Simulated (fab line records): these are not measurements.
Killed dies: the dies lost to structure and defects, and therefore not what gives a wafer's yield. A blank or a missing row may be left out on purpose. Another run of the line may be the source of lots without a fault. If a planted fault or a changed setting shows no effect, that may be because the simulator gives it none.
fab line records	flow n5_finfet
[record] lots = 11	wafers = 32	last_day = 17
route steps=1938 shown FIN_CUT@176 STI_FIN_REVEAL@184 DUMMY_GATE@215 SDB@375 PASSIVATION@1936
lots with no fault: from the same line, run without faults
start_h: hours from the record's first day to the start of the lot's first wafer shown	wait_h: hours since the lot's step before	" repeats the value in the row above	L1.1+2: several wafers, shown together as one row	- value missing, or start not given	* or withheld: withheld	< > ~ a bound
route shown NAME@n: NAME is a module with steps in the file, n the number in the route of the first one	usual: mean and standard deviation over wafers with no fault	same: alike in all rows	chamber/n: place in a boat	sites: readings site by site	_std_site: standard deviation of those values	_edge_site: mean of outer sites minus mean of inner sites	radius_mm: for every site, how far away it sits from the centre of the wafer	mask NAME#n: copy n	behind: the tool/chamber that last shaped the wafer	hold: the reason the lot was held/the length of the hold in hours/how it ended	device: the n, p or np transistor that did not switch	end of line: tests of these same wafers at the route's end	a step with no rows: only its recipe	killed: at the first sort, the dies lost to defects and structure; wafer yield is something else	map: shows each die of a wafer: x if killed, . if not, _ if none is there
set.NAME: the setting that was run; set.NAME@STEP: the one run at that earlier step	model.NAME: the simulator's own value behind a step, which no gauge read
route steps across a sampled set of lots; one table per step, one row per wafer
services: a tool's chamber out of use, with start hour (start_h, from the record's first day; less than 0 if before it), hours out, and reason
[[steps]]
[step N5_FIN_CUT_CUT_ETCH_15]
[recipe] chemistry = HBr/Cl2/O2	target = Si	target_depth_a = 1000	bt_time_s = 10	mask_material = SOC	time_s = 42.4	ion_energy_ev = *	bias_w = *	pressure_mtorr = 10	icp_w = 800	HBr_flow_sccm = 150	Cl2_flow_sccm = 80	O2_flow_sccm = 12
[usual] drypump_motor_current_A = 5.7/0.48	he_backside_leak_sccm = 2.81/0.29	oes_product_au = 1.007/0.017	throttle_valve_pct = 37.21/0.27
lot.wafer	tool	chamber	start_h	wait_h	drypump_motor_current_A	he_backside_leak_sccm	oes_product_au	rf_hours_counter_h	throttle_valve_pct
L746.1	rie_si-05	2	34.80	0.1	5.0	2.71	1.040	141	37.00
L746.3	"	1	"	"	6.4	2.89	1.014	2	37.26
L746.6	"	1	"	"	6.4	2.79	1.004	-	37.25
L748.2	rie_si-05	3	45.07	0.1	6.1	2.49	1.017	16	37.24
L748.3	"	2	"	"	4.9	2.68	1.024	141	37.00
L748.6	"	2	"	"	4.9	2.80	1.033	-	37.02
L751.2	rie_si-03	1	63.28	0.1	5.4	2.63	0.966	0	36.60
L751.3	"	2	"	"	6.2	2.84	0.985	166	37.63
L751.6	"	2	"	"	6.2	2.83	0.985	-	37.62
L755.1	rie_si-05	0	88.01	0.1	5.6	2.90	0.998	109	37.33
L755.5	"	3	"	"	6.1	2.63	1.015	-	37.26
L755.6	"	0	"	"	5.6	2.81	0.990	-	37.32
L757.1	rie_si-01	0	102.15	0.1	5.3	2.38	1.026	44	36.90
L757.3	"	3	"	"	5.8	3.09	0.997	182	37.78
L757.4	"	2	"	"	5.7	3.11	1.010	162	37.82
L759.1	rie_si-05	1	111.16	0.1	6.4	2.89	1.007	3	37.27
L759.2	"	2	"	"	4.9	2.75	1.028	142	37.01
L759.6	"	3	"	"	6.1	2.56	1.011	-	37.25
L761.3	rie_si-03	0	124.09	0.0	5.5	2.84	1.024	178	37.29
L761.4	"	3	"	"	5.6	2.53	1.023	136	36.92
L761.6	"	2	"	"	6.2	2.90	0.992	-	37.62
L764.1	rie_si-03	2	143.23	0.1	6.2	2.73	0.987	167	37.63
L764.3	"	3	"	"	5.6	2.49	1.024	136	36.91
L764.4	"	1	"	"	5.4	2.89	0.966	2	36.60
L766.2	rie_si-05	3	154.50	0.1	6.1	2.64	1.015	18	37.25
L766.3	"	0	"	"	5.6	3.06	1.000	111	37.33
L766.5	"	0	"	"	5.5	2.93	0.994	-	37.33
L767.1	rie_si-05	2	159.33	0.1	5.0	3.17	1.035	143	36.99
L767.5	"	1	"	"	6.4	2.58	1.001	-	37.26
L768.2	rie_si-05	1	165.43	0.1	6.4	2.88	1.001	4	37.25
L768.3	"	3	"	"	6.1	2.65	1.008	18	37.25
L768.6	"	3	"	"	6.1	2.61	1.009	-	37.26
[step N5_STI_FIN_REVEAL_ALD_14]
[recipe] material = Si3N4	target_thk_a = 30	temp_c = 400	ald_precursor_family = SiH2I2	ald_co_reactant = N2/H2-plasma	pressure_torr = 2
[usual] heater_power_w = 844/92
lot.wafer	tool	chamber	start_h	wait_h	heater_power_w
L746.1	ald_sin-01	0	35.17	0.0	818
L746.3	"	3	"	"	860
L746.6	"	1	"	"	849
L748.2	ald_sin-01	1	46.28	0.0	834
L748.3	"	0	"	"	827
L748.6	"	0	"	"	826
L751.2	ald_sin-03	3	63.68	0.0	784
L751.3	"	1	"	"	727
L751.6	"	0	"	"	906
L755.1	ald_sin-01	1	89.90	0.0	841
L755.5	"	3	"	"	854
L755.6	"	0	"	"	843
L757.1	ald_sin-03	0	102.93	0.0	891
L757.3	"	1	"	"	742
L757.4	"	3	"	"	749
L759.1	ald_sin-03	3	111.88	0.0	721
L759.2	"	1	"	"	755
L759.6	"	3	"	"	741
L761.3	ald_sin-03	0	124.45	0.0	906
L761.4	"	1	"	"	767
L761.6	"	1	"	"	733
L764.1	ald_sin-03	3	143.73	0.0	730
L764.3	"	1	"	"	755
L764.4	"	2	"	"	986
L766.2	ald_sin-03	3	154.93	0.0	770
L766.3	"	0	"	"	915
L766.5	"	2	"	"	959
L767.1	ald_sin-03	3	159.70	0.0	746
L767.5	"	2	"	"	991
L768.2	ald_sin-03	1	165.97	0.0	744
L768.3	"	2	"	"	975
L768.6	"	2	"	"	989
[step N5_DUMMY_GATE_CVD_03]
[recipe] material = a-Si	target_thk_a = 1500	temp_c = 530	precursor = SiH4	time_s = 8042
[usual] spike_tc_top_C = 555.2/2.2	spike_tc_upper_C = 530.2/0.98
lot.wafer	tool	chamber	start_h	wait_h	spike_tc_top_C	spike_tc_upper_C
L746.1	lpcvd-01	1/65	43.99	0.1	557.1	531.6
L746.3	"	1/75	"	"	557.1	531.6
L746.6	"	1/89	"	"	557.1	531.6
L748.2	lpcvd-01	1/20	56.13	0.1	557.1	531.2
L748.3	"	1/25	"	"	557.1	531.2
L748.6	"	1/39	"	"	557.1	531.2
L751.2	lpcvd-02	1/70	73.32	0.1	556.5	529.3
L751.3	"	1/75	"	"	556.5	529.3
L751.6	"	1/89	"	"	556.5	529.3
L755.1	lpcvd-01	0/90	100.54	1.7	552.2	528.9
L755.5	"	0/109	"	"	552.2	528.9
L755.6	"	0/114	"	"	552.2	528.9
L757.1	lpcvd-01	1/15	112.30	0.1	557.6	532.0
L757.3	"	1/25	"	"	557.6	532.0
L757.4	"	1/29	"	"	557.6	532.0
L759.1	lpcvd-02	1/40	120.74	0.1	555.7	529.6
L759.2	"	1/45	"	"	555.7	529.6
L759.6	"	1/64	"	"	555.7	529.6
L761.3	lpcvd-01	0/50	133.63	0.1	552.2	528.8
L761.4	"	0/54	"	"	552.2	528.8
L761.6	"	0/64	"	"	552.2	528.8
L764.1	lpcvd-01	0/40	152.83	0.1	553.2	529.3
L764.3	"	0/50	"	"	553.2	529.3
L764.4	"	0/54	"	"	553.2	529.3
L766.2	lpcvd-01	0/45	164.05	0.1	552.9	529.6
L766.3	"	0/50	"	"	552.9	529.6
L766.5	"	0/59	"	"	552.9	529.6
L767.1	lpcvd-02	0/15	168.67	0.1	552.4	531.5
L767.5	"	0/34	"	"	552.4	531.5
L768.2	lpcvd-02	1/20	176.45	0.1	555.8	529.8
L768.3	"	1/25	"	"	555.8	529.8
L768.6	"	1/39	"	"	555.8	529.8
[step N5_DUMMY_GATE_THK_MEAS_05]
[usual] thk_nm = 72.8/1.1
lot.wafer	tool	chamber	start_h	wait_h	thk_nm
L746.1	film_metro-01	-	49.79	0.1	70.7
L746.3	"	-	"	"	73.3
L746.6	"	-	"	"	71.8
L748.2	film_metro-01	-	60.11	0.1	73.5
L748.3	"	-	"	"	73.4
L748.6	"	-	"	"	73.0
L751.2	film_metro-01	-	77.31	0.2	74.9
L751.3	"	-	"	"	73.8
L751.6	"	-	"	"	73.2
L755.1	film_metro-01	-	104.51	0.1	70.7
L755.5	"	-	"	"	71.8
L755.6	"	-	"	"	71.2
L757.1	film_metro-02	-	116.29	0.1	73.6
L757.3	"	-	"	"	73.7
L757.4	"	-	"	"	73.7
L759.1	film_metro-01	-	124.78	0.1	72.4
L759.2	"	-	"	"	73.1
L759.6	"	-	"	"	71.6
L761.3	film_metro-01	-	137.60	0.1	39.8
L761.4	"	-	"	"	41.4
L761.6	"	-	"	"	42.5
L764.1	film_metro-02	-	156.80	0.2	43.1
L764.3	"	-	"	"	43.7
L764.4	"	-	"	"	44.8
L766.2	film_metro-02	-	168.02	0.2	42.5
L766.3	"	-	"	"	44.3
L766.5	"	-	"	"	42.6
L767.1	film_metro-01	-	172.65	0.1	73.5
L767.5	"	-	"	"	73.1
L768.2	film_metro-02	-	180.43	0.2	72.9
L768.3	"	-	"	"	74.7
L768.6	"	-	"	"	73.3
[step N5_DUMMY_GATE_CD_MEAS_15]
[recipe] target_cd_nm = 25.8	landing_energy_ev = 500	detector = se_inlens
[usual] cd_nm = 24.88/0.23
lot.wafer	tool	chamber	start_h	wait_h	cd_nm
L746.1	cd_sem-03	0	54.08	-	24.99
L746.3	"	0	"	"	25.06
L746.6	"	0	"	"	24.81
L748.2	cd_sem-01	0	66.36	-	25.10
L748.3	"	0	"	"	25.43
L748.6	"	0	"	"	24.46
L751.2	cd_sem-02	0	81.77	-	25.13
L751.3	"	0	"	"	24.77
L751.6	"	0	"	"	24.63
L755.1	cd_sem-01	0	108.95	-	25.20
L755.5	"	0	"	"	24.93
L755.6	"	0	"	"	25.37
L757.1	cd_sem-02	0	120.58	-	24.62
L757.3	"	0	"	"	24.54
L757.4	"	0	"	"	24.65
L759.1	cd_sem-03	0	129.21	-	24.73
L759.2	"	0	"	"	24.87
L759.6	"	0	"	"	24.87
L761.3	cd_sem-01	0	142.05	-	24.89
L761.4	"	0	"	"	24.96
L761.6	"	0	"	"	24.83
L764.1	cd_sem-01	0	161.11	-	24.62
L764.3	"	0	"	"	24.87
L764.4	"	0	"	"	24.88
L766.2	cd_sem-01	0	172.33	-	25.21
L766.3	"	0	"	"	24.89
L766.5	"	0	"	"	24.74
L767.1	cd_sem-01	0	176.96	-	25.44
L767.5	"	0	"	"	25.13
L768.2	cd_sem-02	0	184.74	-	25.03
L768.3	"	0	"	"	24.73
L768.6	"	0	"	"	25.13
[step N5_DUMMY_GATE_ETCH_44]
[recipe] chemistry = HBr/O2	over_etch_frac = 0.7	target_depth_a = 1275	stop_on = SiO2	ion_energy_ev = 60	bias_w = 20	target = poly-Si	mask_material = SiO2	pressure_mtorr = 20	icp_w = 400	HBr_flow_sccm = 120	O2_flow_sccm = 10
[usual] drypump_motor_current_A = 5.6/0.42	he_backside_leak_sccm = 2.9/0.38	oes_product_au = 0.736/0.012	throttle_valve_pct = 18.59/0.2
lot.wafer	tool	chamber	start_h	wait_h	drypump_motor_current_A	he_backside_leak_sccm	oes_product_au	rf_hours_counter_h	throttle_valve_pct
L746.1	rie_si-01	1	54.97	0.0	5.1	3.6	0.706	181	18.55
L746.3	"	3	"	"	5.8	3.0	0.733	181	18.92
L746.6	"	0	"	"	5.3	2.5	0.744	-	18.44
L748.2	rie_si-01	3	67.33	0.0	5.8	3.0	0.734	181	18.93
L748.3	"	0	"	"	5.3	2.5	0.759	43	18.45
L748.6	"	0	"	"	5.3	2.4	0.750	-	18.44
L751.2	rie_si-01	0	82.76	0.0	5.3	2.5	0.759	44	18.45
L751.3	"	1	"	"	5.1	3.1	0.724	181	18.55
L751.6	"	0	"	"	5.3	2.4	0.746	-	18.45
L755.1	rie_si-05	1	109.91	0.0	6.4	2.7	0.727	3	18.56
L755.5	"	3	"	"	6.1	2.6	0.737	-	18.56
L755.6	"	2	"	"	4.9	2.7	0.743	-	18.57
L757.1	rie_si-05	2	121.47	0.0	5.0	2.7	0.753	142	18.59
L757.3	"	0	"	"	5.5	2.8	0.738	110	18.67
L757.4	"	3	"	"	6.1	2.8	0.752	17	18.54
L759.1	rie_si-01	1	130.45	0.0	5.1	3.3	0.725	182	18.54
L759.2	"	2	"	"	5.7	3.1	0.735	162	18.84
L759.6	"	2	"	"	5.7	3.1	0.730	-	18.83
L761.3	rie_si-05	2	142.94	0.0	5.0	2.7	0.598	143	18.60
L761.4	"	3	"	"	6.1	2.7	0.600	18	18.53
L761.6	"	1	"	"	6.4	3.0	0.593	-	18.58
L764.1	rie_si-05	2	162.00	0.0	4.9	2.8	0.603	143	18.58
L764.3	"	1	"	"	6.4	2.7	0.596	4	18.57
L764.4	"	0	"	"	5.6	2.9	0.593	111	18.68
L766.2	rie_si-01	2	173.22	0.0	5.7	3.1	0.592	163	18.80
L766.3	"	1	"	"	5.1	3.5	0.592	183	18.55
L766.5	"	2	"	"	5.7	3.1	0.597	-	18.82
L767.1	rie_si-01	0	177.87	0.0	5.3	2.4	0.749	45	18.44
L767.5	"	2	"	"	5.7	3.1	0.736	-	18.82
L768.2	rie_si-03	2	186.02	0.0	6.1	2.8	0.726	168	18.71
L768.3	"	0	"	"	5.5	2.7	0.752	179	18.45
L768.6	"	0	"	"	5.5	2.8	0.748	-	18.45
[step N5_SDB_THK_MEAS_31]
[recipe] reads = a-Si_of_DUMMY_GATE_CVD_03
[usual] SDB_THK = 65.1/1.1
lot.wafer	tool	chamber	start_h	wait_h	SDB_THK[nm]
L746.1	film_metro-01	-	78.09	-	62.9
L746.3	"	-	"	"	65.5
L746.6	"	-	"	"	64.0
L748.2	film_metro-02	-	90.17	-	65.8
L748.3	"	-	"	"	65.6
L748.6	"	-	"	"	65.2
L751.2	film_metro-02	-	104.79	-	67.1
L751.3	"	-	"	"	66.1
L751.6	"	-	"	"	65.5
L755.1	film_metro-01	-	133.93	-	62.8
L755.5	"	-	"	"	64.1
L755.6	"	-	"	"	63.5
L757.1	film_metro-02	-	148.23	-	65.8
L757.3	"	-	"	"	65.9
L757.4	"	-	"	"	66.0
L759.1	film_metro-01	-	153.34	-	64.7
L759.2	"	-	"	"	65.3
L759.6	"	-	"	"	63.9
L761.3	film_metro-01	-	168.27	-	34.6
L761.4	"	-	"	"	35.5
L761.6	"	-	"	"	35.7
L766.2	film_metro-01	-	197.42	-	36.2
L766.3	"	-	"	"	36.7
L766.5	"	-	"	"	36.3
L767.1	film_metro-02	-	201.28	-	65.8
L767.5	"	-	"	"	65.3
L768.2	film_metro-02	-	209.69	-	65.1
L768.3	"	-	"	"	67.1
L768.6	"	-	"	"	65.5
[step N5_PASSIVATION_PROBE_49]
[usual] killed_at_M0_to_M3 = 32/9.7	killed_at_M4_up = 14/5.3	killed_at_contacts = 11/6	killed_at_front_end = 39/14	killed_at_other = 3.3/2.7	killed_dies = 100/17	killed_on_rim = 14/4	killed_open = 66/13	killed_short = 32/7.4
[same] gross_dies = 1180	killed_at_back_side = 0
lot.wafer	tool	chamber	start_h	wait_h	killed_at_M0_to_M3	killed_at_M4_up	killed_at_contacts	killed_at_front_end	killed_at_other	killed_dies	killed_on_rim	killed_open	killed_short
L748.2	prober-02	-	283.76	0.4	28	12	13	25	11	89	6	62	25
L748.3	prober-02	-	283.81	0.4	29	14	3	32	4	82	8	45	37
L748.6	prober-02	-	283.96	0.6	25	17	6	36	11	95	15	57	33
L755.1	prober-01	-	328.69	0.0	37	12	12	62	1	124	20	81	40
L755.5	prober-01	-	328.89	0.2	25	11	22	51	4	113	18	73	39
L755.6	prober-01	-	328.94	0.3	34	11	17	54	9	125	14	88	36
L761.3	prober-02	-	367.95	0.1	28	8	4	358	1	399	152	44	27
L761.4	prober-02	-	368.00	0.2	27	9	7	353	2	398	151	49	29
L761.6	prober-02	-	368.10	0.3	28	7	20	332	0	387	152	59	22
L766.2	prober-02	-	392.33	0.1	52	25	2	334	1	414	152	70	35
// killed by level:class
L748.2 MOL_CONTACT_COAG:geometric_particle:open=12 BEOL_M0:geometric_particle:open=7 BEOL_M1:geometric_particle:open=7 FIN_SAQP:geometric_particle:open=5 BEOL_M0_SAQP:geometric_particle:open=4 BEOL_M4:geometric_particle:open=4 PAD_METAL:geometric_particle:short=3 STI_FIN_REVEAL:geometric_particle:open=3
L748.3 FIN_SAQP:geometric_particle:short=9 BEOL_M0_SAQP:geometric_particle:short=8 BEOL_M3:geometric_particle:open=7 BEOL_M3:geometric_particle:short=5 FIN_SAQP:geometric_particle:open=4 BEOL_M7:geometric_particle:open=4 ILD0:geometric_particle:open=3 MOL_CONTACT_COAG:geometric_particle:open=3
L748.6 STI_FIN_REVEAL:geometric_particle:open=6 BEOL_M2:geometric_particle:open=6 STARTING-WAFER:geometric_particle:short=6 FIN_SAQP:geometric_particle:open=5 FIN_SAQP:geometric_particle:short=5 HKMG_FIN:area_etch=5 MOL_CONTACT_COAG:geometric_particle:open=4 BEOL_M1:geometric_particle:open=4
L755.1 FIN_SAQP:geometric_particle:open=14 STI_FIN_REVEAL:geometric_particle:open=13 MOL_CONTACT_COAG:geometric_particle:open=12 FIN_SAQP:geometric_particle:short=11 BEOL_M0_SAQP:geometric_particle:open=10 BEOL_M0_SAQP:geometric_particle:short=10 DUMMY_GATE:geometric_particle:open=7 BEOL_M2:geometric_particle:open=7
L755.5 FIN_SAQP:geometric_particle:short=16 STI_FIN_REVEAL:geometric_particle:open=15 MOL_CONTACT_COAG:geometric_particle:open=15 BEOL_M0_SAQP:geometric_particle:open=9 BEOL_M4:geometric_particle:open=8 FIN_SAQP:geometric_particle:open=7 MOL_CONTACT_COAG:geometric_particle:short=7 BEOL_M0_SAQP:geometric_particle:short=6
L755.6 STI_FIN_REVEAL:geometric_particle:open=20 MOL_CONTACT_COAG:geometric_particle:open=16 FIN_SAQP:geometric_particle:open=9 BEOL_M0_SAQP:geometric_particle:short=9 STI_FIN_REVEAL:geometric_particle:short=8 BEOL_M2:geometric_particle:open=7 BEOL_M0_SAQP:geometric_particle:open=7 BEOL_M4:geometric_particle:open=7
L761.3 DUMMY_GATE:area_cvd=328 GATE_CUT:geometric_particle:short=6 BEOL_M3:geometric_particle:open=6 GATE_CUT:geometric_particle:open=5 STI_FIN_REVEAL:geometric_particle:open=5 BEOL_M0_SAQP:geometric_particle:short=5 FIN_SAQP:geometric_particle:short=4 FIN_SAQP:geometric_particle:open=3
L761.4 DUMMY_GATE:area_cvd=316 FIN_SAQP:geometric_particle:open=8 FIN_SAQP:geometric_particle:short=8 BEOL_M0_SAQP:geometric_particle:open=8 GATE_CUT:geometric_particle:short=6 STARTING-WAFER:geometric_particle:open=5 MOL_CONTACT_COAG:geometric_particle:open=5 BEOL_M3:geometric_particle:open=4
L761.6 DUMMY_GATE:area_cvd=306 MOL_CONTACT_COAG:geometric_particle:open=18 BEOL_M2:geometric_particle:open=7 FIN_SAQP:geometric_particle:short=6 STI_FIN_REVEAL:geometric_particle:open=5 BEOL_M0_SAQP:geometric_particle:short=5 FIN_SAQP:geometric_particle:open=4 BEOL_M0:geometric_particle:open=4
L766.2 DUMMY_GATE:area_cvd=306 BEOL_M0_SAQP:geometric_particle:open=19 BEOL_M0_SAQP:geometric_particle:short=13 BEOL_M3:geometric_particle:open=9 FIN_SAQP:geometric_particle:open=8 BEOL_M4:geometric_particle:open=8 BEOL_M1:geometric_particle:open=6 FIN_SAQP:geometric_particle:short=5
[[services]]
tool	chamber	start_h	hours	kind
ald_sin-01	-	25.13	0.7	repair
rie_si-03	1	30.52	-	clean
rie_si-03	1	30.52	-	consumable_replace:focus_ring
rie_si-03	1	30.52	12.8	scheduled_down
rie_si-03	1	30.52	12.8	vent_cycle
ald_sin-01	2	54.48	36.2	repair
ald_sin-01	3	63.34	11.1	repair
rie_si-03	0	63.89	4.9	repair
ald_sin-03	-	85.54	14.0	pm
ald_sin-03	0	85.54	14.0	vent_cycle
ald_sin-03	1	85.54	14.0	vent_cycle
ald_sin-03	2	85.54	14.0	vent_cycle
ald_sin-03	3	85.54	14.0	vent_cycle
lpcvd-02	-	86.17	6.0	pm
lpcvd-01	-	96.21	4.3	pm
ald_sin-03	0	99.54	-	clean
ald_sin-03	1	99.54	-	clean
ald_sin-03	2	99.54	-	clean
ald_sin-03	3	99.54	-	clean
ald_sin-01	2	121.58	1.6	repair
rie_si-03	1	150.75	21.8	repair
ald_sin-01	0	155.56	9.1	repair
ald_sin-01	-	176.91	14.0	pm
ald_sin-03	-	183.57	6.1	pm
[[key]]
[first_sign] step = N5_DUMMY_GATE_THK_MEAS_05	reading = thk_nm	direction = down	sigmas = 26	usual = *	struck = *
[effect] step = N5_DUMMY_GATE_ETCH_44	reading = oes_product_au	direction = down	sigmas = 11	usual = 0.736	struck = 0.596
[effect] step = N5_SDB_THK_MEAS_31	reading = SDB_THK	direction = down	sigmas = 25	usual = 65.1	struck = 35.8
[effect] step = N5_PASSIVATION_PROBE_49	reading = killed_at_front_end	direction = up	sigmas = 22	usual = 39	struck = 344
[more_kills_born_at] N5_DUMMY_GATE_CVD_03@lpcvd-01 = 1256
met_at N5_DUMMY_GATE_CVD_03
struck_lots L761,L764,L766
struck_wafers L761.3,L761.4,L761.6,L764.1,L764.3,L764.4,L766.2,L766.3,L766.5
rows_end L764.1,L764.3,L764.4,L766.3,L766.5
tester_left_out L761,L766
not_acting_at N5_FIN_CUT_CUT_ETCH_15,N5_STI_FIN_REVEAL_ALD_14,N5_DUMMY_GATE_CD_MEAS_15
[fault] kind = site_profile_drift	tool = lpcvd-01	chamber = 0	onset_h = 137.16	steps = N5_DUMMY_GATE_CVD_03	basis = fraction	max_abs_drift = 0.4529	slope_share_per_hr = 100.65	site_pattern = 0,0,0,0,0,-1,-1,-1,-1
// tester_left_out: of these lots the tester's yield and bins aren't shown, on N5 and GAA mostly nor the transistor test; their killed dies are dies lost to structure and defects alone, not to doping, threshold or leakage, so they don't give the yield
// rows_end: these wafers met a further fault down the route, and their rows from its step on are left out
